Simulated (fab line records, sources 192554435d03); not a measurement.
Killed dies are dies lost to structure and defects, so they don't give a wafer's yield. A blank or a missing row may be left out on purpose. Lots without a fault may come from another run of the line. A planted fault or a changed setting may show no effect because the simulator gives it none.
fab line records | flow n5_finfet | part 2 of 2: steps 5 to 6 of 6
record lots=21 wafers=63 last_day=18
route steps=1938 shown FIN_SAQP@130 FIN_CUT@164 STI_FIN_REVEAL@204 DUMMY_GATE@237
lots that met no fault: from a run of the same line without faults
start_h: hours from the record's first day to the start of the lot's first wafer shown | wait_h: hours since the lot's step before | " the same as in the row above | L1.1+2: a row that stands for several wafers | - no value, or no start given | * or withheld: withheld | < > ~ a bound
route shown NAME@n: a module of which the file shows steps, and the number in the route of the first | usual: mean/standard deviation of fault-free wafers | same: alike in all rows | chamber/n: place in a boat | sites: the reading at each site | _std_site: their standard deviation | _edge_site: outer sites' mean less inner sites' | radius_mm: how far each site lies from the wafer's centre | mask NAME#n: copy n | behind: the tool/chamber that last shaped the wafer | hold: why the lot was held/for how many hours/how that ended | device: the transistor (n, p or np) that didn't switch | end of line: the same wafers' tests at the end of the route | a step without rows: its recipe alone | killed: dies lost to structure and defects at the first sort, not the wafer's yield | map: a wafer's dies, x killed, . not, _ none there
set.NAME: the setting as run; set.NAME@STEP: as run at that earlier step | model.NAME: the simulator's own value behind a step, which no gauge read
steps of the route over a sample of lots; a table a step, a row a wafer
services: from which hour (start_h, from the record's first day; less than 0 if before it) a tool's chamber was out of use, for how many hours, and why
## steps
# step N5_STI_FIN_REVEAL_OXIDATION_33
# recipe chemistry=O2_PLASMA_REMOTE temp_c=150 time_s=20 pressure_mtorr=1000 source_power_w=2000 o2_flow_sccm=3000
# usual drypump_motor_current_A=5.6/0.55 heater_power_w=135/5.9 temp_c_max=150.55/0.19
# columns lot.wafer tool chamber start_h wait_h drypump_motor_current_A heater_power_w rf_hours_counter_h temp_c_max
L074.2 plasma_asher-02 1 37.46 0.0 5.0 131 33 150.50
L074.5 " 1 " " 5.0 135 - 150.80
L074.6 " 0 " " 6.1 134 - 150.68
L075.2 plasma_asher-02 1 42.75 0.3 5.0 131 35 150.59
L075.3 " 1 " " 5.0 128 - 150.55
L075.5 " 0 " " 6.1 135 - 150.64
L077.1 plasma_asher-02 1 55.32 0.0 5.0 132 39 150.33
L077.2 " 0 " " 6.1 132 39 150.71
L077.5 " 0 " " 6.0 133 - 150.25
L078.1 plasma_asher-02 0 60.75 0.0 6.1 133 41 150.69
L078.4 " 1 " " 5.0 132 - 150.57
L078.6 " 1 " " 4.9 133 - 150.49
L079.2 plasma_asher-02 1 69.01 0.0 5.0 131 42 150.54
L079.3 " 1 " " 4.9 131 - 150.31
L079.4 " 0 " " 6.1 135 - 150.58
L081.2 plasma_asher-02 1 80.24 0.0 5.0 137 44 150.76
L081.5 " 1 " " 5.0 131 - 150.76
L081.6 " 0 " " 6.1 131 - 150.83
L082.1 plasma_asher-01 0 85.30 0.0 5.3 144 82 150.37
L082.5 " 0 " " 5.3 144 - 150.50
L082.6 " 1 " " 6.3 129 - 150.22
L083.1 plasma_asher-01 0 91.48 0.0 5.3 145 83 150.50
L083.3 " 1 " " 6.3 130 - 150.18
L083.4 " 0 " " 5.3 144 - 150.54
L084.1 plasma_asher-02 1 98.30 0.0 5.0 134 48 150.77
L084.3 " 1 " " 5.0 132 - 150.68
L084.6 " 1 " " 4.9 132 - 150.40
L085.1 plasma_asher-01 1 106.42 0.0 6.3 131 86 150.53
L085.3 " 1 " " 6.3 129 - 150.37
L085.6 " 1 " " 6.3 133 - 150.34
L086.3 plasma_asher-01 0 110.67 0.0 5.3 147 - 150.44
L086.4 " 1 " " 6.3 126 - 150.66
L086.5 " 0 " " 5.3 144 - 150.53
L087.1 plasma_asher-01 0 117.23 0.0 5.3 146 88 150.50
L087.4 " 1 " " 6.3 131 - 150.65
L087.5 " 1 " " 6.3 131 - 150.32
L089.1 plasma_asher-01 1 127.14 0.0 6.3 128 90 150.31
L089.3 " 0 " " 5.3 147 - 150.50
L089.5 " 1 " " 6.3 127 - 150.65
L090.2 plasma_asher-02 1 132.76 0.0 5.0 130 54 150.52
L090.4 " 1 " " 4.9 129 - 150.68
L090.6 " 1 " " 4.9 127 - 150.92
L091.1 plasma_asher-01 1 139.06 0.0 6.3 128 93 150.37
L091.5 " 1 " " 6.3 128 - 150.22
L091.6 " 0 " " 5.3 148 - 150.81
L092.4 plasma_asher-02 0 145.03 0.0 6.1 132 - 150.74
L092.5 " 0 " " 6.1 133 - 150.68
L092.6 " 1 " " 5.0 133 - 150.57
L093.2 plasma_asher-02 1 151.78 0.0 5.0 132 58 150.58
L093.4 " 1 " " 4.9 133 - 150.48
L093.5 " 1 " " 5.0 131 - 150.61
L094.2 plasma_asher-01 0 157.49 0.0 5.3 142 97 150.48
L094.4 " 0 " " 5.3 147 - 150.51
L094.6 " 0 " " 5.3 146 - 150.45
L095.1 plasma_asher-02 0 161.90 0.0 6.1 129 59 150.95
L095.4 " 0 " " 6.1 132 - 150.89
L095.5 " 0 " " 6.1 136 - 150.91
L096.2 plasma_asher-01 1 169.95 0.1 6.3 132 99 150.50
L096.4 " 1 " " 6.3 131 - 150.30
L096.6 " 0 " " 5.3 145 - 150.23
L097.4 plasma_asher-02 1 174.93 0.0 5.0 133 - 150.54
L097.5 " 1 " " 4.9 131 - 150.68
L097.6 " 0 " " 6.1 133 - 150.75
# step N5_DUMMY_GATE_ETCH_37
# recipe chemistry=N2/H2 target=SOC target_depth_a=600 overetch_a=300 temp_c=40 ion_energy_ev=200 pressure_mtorr=30 source_w=840 bias_w=150 n2_flow_sccm=200 h2_flow_sccm=200
# usual drypump_motor_current_A=5.9/0.36 oes_product_au=0.60/0.046 rf_vpp_V=525.2/2 showerhead_plenum_p_Torr=2.59/0.066 throttle_valve_pct=17.88/0.26
# columns lot.wafer tool chamber start_h wait_h drypump_motor_current_A oes_product_au rf_hours_counter_h rf_vpp_V showerhead_plenum_p_Torr throttle_valve_pct
L074.2 rie_diel-03 3 48.53 0.0 6.3 0.57 225 526.5 2.62 17.72
L074.5 " 3 " " 6.3 0.56 - 526.1 2.62 17.70
L074.6 " 2 " " 5.7 0.67 - 522.5 2.47 17.52
L075.2 rie_diel-03 2 51.91 0.0 5.7 0.67 55 520.3 2.47 17.52
L075.3 " 3 " " 6.3 0.56 226 525.5 2.62 17.73
L075.5 " 0 " " 6.2 0.58 - 526.8 2.64 18.14
L077.1 rie_diel-03 0 64.56 0.0 6.2 0.57 194 526.1 2.64 18.14
L077.2 " 2 " " 5.7 0.67 58 522.9 2.47 17.51
L077.5 " 3 " " 6.3 0.56 - 527.0 2.62 17.73
L078.1 rie_diel-03 2 69.96 0.0 5.7 0.66 60 521.9 2.47 17.53
L078.4 " 0 " " 6.2 0.57 195 525.7 2.64 18.15
L078.6 " 2 " " 5.7 0.67 - 522.0 2.47 17.54
L079.2 rie_diel-03 3 78.77 0.0 6.3 0.56 232 525.4 2.62 17.74
L079.3 " 0 " " 6.2 0.57 197 525.9 2.63 18.15
L079.4 " 1 " " 5.7 0.57 162 526.2 2.66 17.95
L081.2 rie_diel-06 3 89.27 0.0 6.0 0.57 173 520.6 2.44 18.08
L081.5 " 0 " " 5.4 0.58 - 521.9 2.52 18.10
L081.6 " 3 " " 6.0 0.58 - 522.1 2.44 18.10
L082.1 rie_diel-04 0 94.45 0.0 6.1 0.71 41 525.3 2.60 17.42
L082.5 " 0 " " 6.1 0.71 - 526.8 2.60 17.40
L082.6 " 3 " " 5.3 0.61 - 526.0 2.65 18.09
L083.1 rie_diel-03 1 103.03 0.0 5.7 0.58 168 526.7 2.65 17.95
L083.3 " 0 " " 6.2 0.56 204 525.5 2.63 18.16
L083.4 " 3 " " 6.3 0.56 239 526.1 2.62 17.75
L084.1 rie_diel-03 1 108.75 0.0 5.8 0.57 170 527.1 2.65 17.98
L084.3 " 3 " " 6.3 0.55 241 523.7 2.61 17.77
L084.6 " 3 " " 6.3 0.56 - 525.4 2.61 17.74
L085.1 rie_diel-06 2 115.51 0.0 5.5 0.66 60 521.6 2.48 17.69
L085.3 " 1 " " 5.3 0.61 122 524.0 2.56 17.90
L085.6 " 1 " " 5.3 0.61 - 524.0 2.56 17.92
L086.3 rie_diel-03 0 122.04 0.0 6.2 0.56 211 527.1 2.63 18.18
L086.4 " 1 " " 5.8 0.57 - 526.9 2.65 17.97
L086.5 " 0 " " 6.2 0.57 - 526.5 2.63 18.16
L087.1 rie_diel-06 0 126.44 0.0 5.4 0.58 177 523.7 2.52 18.14
L087.4 " 2 " " 5.5 0.65 64 522.4 2.47 17.69
L087.5 " 3 " " 6.0 0.58 - 520.1 2.43 18.10
L089.1 rie_diel-04 3 136.65 0.0 5.3 0.60 173 527.0 2.64 18.14
L089.3 " 0 " " 6.1 0.70 52 523.9 2.60 17.44
L089.5 " 3 " " 5.3 0.60 - 527.0 2.64 18.14
L090.2 rie_diel-04 1 143.81 0.0 6.3 0.61 132 527.0 2.65 17.63
L090.4 " 2 " " 6.4 0.54 222 526.4 2.63 18.19
L090.6 " 2 " " 6.4 0.55 - 525.6 2.63 18.19
L091.1 rie_diel-04 1 149.93 0.0 6.3 0.60 134 526.1 2.65 17.64
L091.5 " 1 " " 6.3 0.61 - 526.3 2.65 17.65
L091.6 " 0 " " 6.1 0.69 - 524.6 2.60 17.44
L092.4 rie_diel-04 0 154.07 0.0 6.1 0.68 57 524.6 2.60 17.45
L092.5 " 3 " " 5.3 0.59 - 526.3 2.64 18.14
L092.6 " 0 " " 6.1 0.69 - 524.8 2.60 17.44
L093.2 rie_diel-04 0 160.81 0.0 6.1 0.68 61 523.5 2.59 17.46
L093.4 " 3 " " 5.3 0.59 181 526.3 2.64 18.14
L093.5 " 0 " " 6.1 0.69 - 524.0 2.59 17.46
L094.2 rie_diel-03 1 166.70 0.0 5.8 0.56 195 526.2 2.64 18.02
L094.4 " 3 " " 6.4 0.54 - 524.1 2.60 17.78
L094.6 " 0 " " 6.2 0.56 - 526.4 2.62 18.20
L095.1 rie_diel-03 2 171.39 0.0 5.7 0.65 68 522.0 2.47 17.53
L095.4 " 2 " " 5.7 0.65 - 521.9 2.47 17.54
L095.5 " 0 " " 6.2 0.55 - 525.5 2.62 18.22
L096.2 rie_diel-03 2 179.06 0.0 5.7 0.65 71 522.2 2.47 17.54
L096.4 " 0 " " 6.2 0.55 - 525.8 2.62 18.23
L096.6 " 2 " " 5.7 0.65 - 521.8 2.47 17.53
L097.4 rie_diel-04 1 185.77 0.0 6.3 0.60 145 527.6 2.64 17.66
L097.5 " 1 " " 6.3 0.60 - 526.6 2.64 17.67
L097.6 " 0 " " 6.1 0.67 - 526.6 2.59 17.47
## services
# columns tool chamber start_h hours kind
plasma_asher-01 - 32.52 21.8 repair
rie_diel-03 - 33.56 5.8 repair
rie_si-03 2 46.14 3.0 repair
rie_diel-06 2 61.78 5.3 repair
rie_diel-04 0 63.01 9.9 repair
rie_si-04 3 67.29 5.4 repair
plasma_asher-01 - 70.16 2.8 pm
rie_diel-04 1 73.95 1.3 repair
rie_si-01 1 76.86 3.3 repair
rie_si-06 3 87.87 1.8 repair
rie_si-01 2 88.09 2.4 repair
rie_si-01 3 90.97 18.9 repair
rie_diel-03 2 91.92 5.7 repair
plasma_asher-02 - 104.20 2.8 pm
rie_diel-03 2 104.37 62.3 repair
rie_diel-04 - 122.71 2.8 pm
rie_si-04 - 129.49 2.8 pm
rie_si-06 2 156.33 3.4 repair
rie_diel-03 3 166.76 - clean
rie_diel-03 3 166.76 - consumable_replace:focus_ring
rie_si-05 2 178.40 11.5 repair
